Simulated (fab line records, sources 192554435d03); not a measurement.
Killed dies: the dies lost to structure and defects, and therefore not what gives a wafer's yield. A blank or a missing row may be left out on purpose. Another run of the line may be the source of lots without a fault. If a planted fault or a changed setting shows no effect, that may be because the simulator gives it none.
8D (eight disciplines) problem report, filled in by code :: flow n5_finfet :: the parts of the form that need people (team, actions taken, sign-off) are left out

== 1. PROBLEM STATEMENT ==
Mean of cd_nm at N5_BEOL_M2_CD_MEAS_28: 24.32 nm across 12 wafers in 4 lots; on wafers with no fault it is 26.12 nm (standard deviation 0.23). That puts it -7.8 standard deviations away from the usual mean.
The step: target cd 26.2 nm, target cd y 24.1 nm.
First observed at day 9 09:55: wafer L200.2, on cd_sem-03. The record has a number at this step for 29 wafers belonging to 10 lots. The rule behind "out" and "out of limits": a value lying over 4 standard deviations away from the usual mean. Any other wafer with a number is counted as sound.

== 2. WHAT IT IS AND WHAT IT IS NOT ==
question: which readings at this step
is: cd_nm
is not: -

question: which lots
is: L200, L202, L203, L205
is not: L193, L196, L197, L204, L207, L211

question: which wafers of those lots
is: all that have a number
is not: -

question: read on which gauges
is: cd_sem-02, cd_sem-03
is not: cd_sem-01

question: when
is: from day 9 09:55
is not: up to then (9 sound wafers); but 8 sound wafers of L204, L207, L211 came after

== 3. SUSPECTS, AND WHAT RULES EACH OUT ==
Counting: a tool at any process step up to the reading remains a suspect when it ran all the lots that are out and ran no sound lot after the first of those.
- the gauge at N5_BEOL_M2_CD_MEAS_28: ruled out. The wafers that are out were read on 2 gauges (cd_sem-02, cd_sem-03).
- euv_scanner-02 at N5_BEOL_M2_EXPOSE_25 (exposes mask V1, defocus 5 nm): kept. Every lot that is out went through it, starting with L200 (day 9 09:46), and after that it ran no sound lot; the last sound lot it ran before then is L197 (day 8 12:14). Its own readings are out on those wafers: exposure_dose_mJ_cm2.
Left after counting: euv_scanner-02 at N5_BEOL_M2_EXPOSE_25.

== 4. THE CAUSE (what the simulator had put in) ==
Drift in process parameters on euv_scanner-02 at N5_BEOL_M2_EXPOSE_25, starting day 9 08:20. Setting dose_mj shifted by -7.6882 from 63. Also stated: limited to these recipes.
Only this tool survived the counting.

== 5. SEQUENCE OF EFFECTS, ordered by route ==
Each row: a reading where the mean over the struck wafers with a number is more than 3 standard deviations away from the usual. Only readings for which the record gives a usual standard deviation are gone through. hours: the time from each lot's start at the first step in this table that gives one to its start at this step, as a median over the lots. sigmas: the change in usual standard deviations.
hours: 0
step: N5_BEOL_M2_EXPOSE_25
reading: exposure_dose_mJ_cm2
usual: 62.81
on struck wafers: 57.10
change: -5.71
sigmas: -68

hours: 0
step: N5_BEOL_M2_CD_MEAS_28
reading: cd_nm
usual: 26.12 nm
on struck wafers: 24.32
change: -1.80
sigmas: -7.8

hours: 133
step: N5_PASSIVATION_PROBE_49
reading: defect_limited_yield
usual: 91.0 %
on struck wafers: 16.0
change: -75.0
sigmas: -47

hours: 133
step: N5_PASSIVATION_PROBE_49
reading: killed_at_M0_to_M3
usual: 35
on struck wafers: 920
change: +886
sigmas: +80

hours: 133
step: N5_PASSIVATION_PROBE_49
reading: killed_dies
usual: 106
on struck wafers: 991
change: +885
sigmas: +47

hours: 133
step: N5_PASSIVATION_PROBE_49
reading: killed_on_rim
usual: 14
on struck wafers: 127
change: +113
sigmas: +28

hours: 133
step: N5_PASSIVATION_PROBE_49
reading: sort_bin_5_function
usual: 5.3 %
on struck wafers: 57.8
change: +52.5
sigmas: +53

hours: 133
step: N5_PASSIVATION_PROBE_49
reading: sort_bin_6_memory
usual: 3.3 %
on struck wafers: 11.2
change: +7.9
sigmas: +9.7

hours: 133
step: N5_PASSIVATION_PROBE_49
reading: sort_n_pass
usual: 1073
on struck wafers: 189
change: -884
sigmas: -47

hours: 133
step: N5_PASSIVATION_PROBE_49
reading: sort_yield_pct
usual: 91.0 %
on struck wafers: 16.0
change: -75.0
sigmas: -47
The process steps in it:
- N5_BEOL_M2_EXPOSE_25: exposes mask V1, defocus 5 nm.
- N5_PASSIVATION_PROBE_49
Later measuring or inspecting steps at which every struck wafer that the step has a row for has a number for every such reading, and none has moved that far: N5_BEOL_M4_RC_MEAS_101.

== 6. HOW IT WOULD HAVE BEEN CAUGHT EARLIER ==
The first out-of-limits reading at a measuring or inspecting step in this record came at day 9 09:55, 2 hours after the fault's start at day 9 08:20.
Tool's own readings at N5_BEOL_M2_EXPOSE_25, exposure_dose_mJ_cm2: out on all struck wafers the step has rows for; an alarm limit on them would have tripped on the first.
Of the lots that are out (4), L203, L202, L205 began N5_BEOL_M2_EXPOSE_25 on euv_scanner-02 after day 9 09:55. A hold on the tool at that time would have spared those 3.
